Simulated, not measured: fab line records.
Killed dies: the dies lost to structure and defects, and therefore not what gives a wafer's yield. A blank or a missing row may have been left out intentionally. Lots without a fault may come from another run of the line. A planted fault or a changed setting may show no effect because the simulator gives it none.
Matching of chambers -- flow n5-finfet -- cmp-04 running N5_BEOL_M3_CMP_52: 4 sister chambers
The step polishes, stops on SiOC, t overpolish 6.8 s, target thk 40 nm. 18 wafers are shown with their chamber, then 9 later ones without.

== WAFERS PAIRED WITH THEIR CHAMBERS ==
wafer,chamber,time-to-endpoint-s (s),barrier-field-endpoint-s (s),motor-current-A (A)
L075.1,0,69,25.7,6.2
L075.3,2,66,25.8,6.0
L075.6,3,64,25.7,6.3
L077.3,0,65,25.5,6.4
L077.5,1,55,23.8,6.1
L077.6,0,64,25.2,6.3
L080.2,2,61,24.4,6.1
L080.3,3,63,25.1,6.5
L080.5,2,61,24.8,5.9
L081.1,1,58,24.6,6.6
L081.2,3,68,25.3,6.2
L081.5,1,55,24.1,6.2
L078.2,2,62,23.7,6.2
L078.4,1,52,23.5,6.1
L078.6,1,53,22.8,6.5
L082.2,1,54,21.9,6.1
L082.5,1,51,23.1,6.4
L082.6,2,61,23.4,5.9

SIGNATURES, as means of the wafers listed above
reading,chamber 0,chamber 1,chamber 2,chamber 3,scatter within a chamber
time-to-endpoint-s,66.00,54.00,62.20,65.00,2.37
barrier-field-endpoint-s,25.467,23.400,24.420,25.367,0.789
motor-current-A,6.300,6.286,6.020,6.333,0.17
Rule: for each reading, subtract the chamber's mean from the wafer's reading, divide by that reading's scatter and square the result; add these up over the readings and take the root, which gives the wafer's distance from the chamber. The wafer belongs to the nearest chamber; if the next one is less than 2 further off, it can't be placed. The scatter: the root of (the sum of the squares of (reading less its chamber's mean) over the shown wafers, divided by (wafers less chambers)).

== WAFERS WITHOUT THEIR CHAMBER ==
wafer,time-to-endpoint-s (s),barrier-field-endpoint-s (s),motor-current-A (A)
L087.2,65,24.1,6.4
L087.3,65,24.6,6.5
L087.5,55,23.4,6.2
L093.1,62,24.1,5.9
L093.5,62,24.8,6.3
L093.6,54,23.5,6.0
L095.2,49,23.4,5.7
L095.3,64,23.6,6.0
L095.5,63,25.3,5.8

== CHAMBER TAKEN BY EACH ==
wafer,from the rows above,in truth
L087.2,can't be placed: 3 or 0 or 2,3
L087.3,can't be placed: 3 or 0 or 2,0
L087.5,1,1
L093.1,2,2
L093.5,can't be placed: 3 or 2 or 0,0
L093.6,can't be placed: 1 or 2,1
L095.2,can't be placed: 1 or 2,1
L095.3,can't be placed: 2 or 3 or 0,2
L095.5,can't be placed: 2 or 0 or 3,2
2 of 9 placed correctly. Not placeable from these rows: 7 (in 7, the candidates include the true chamber). Wrongly placed: 0.
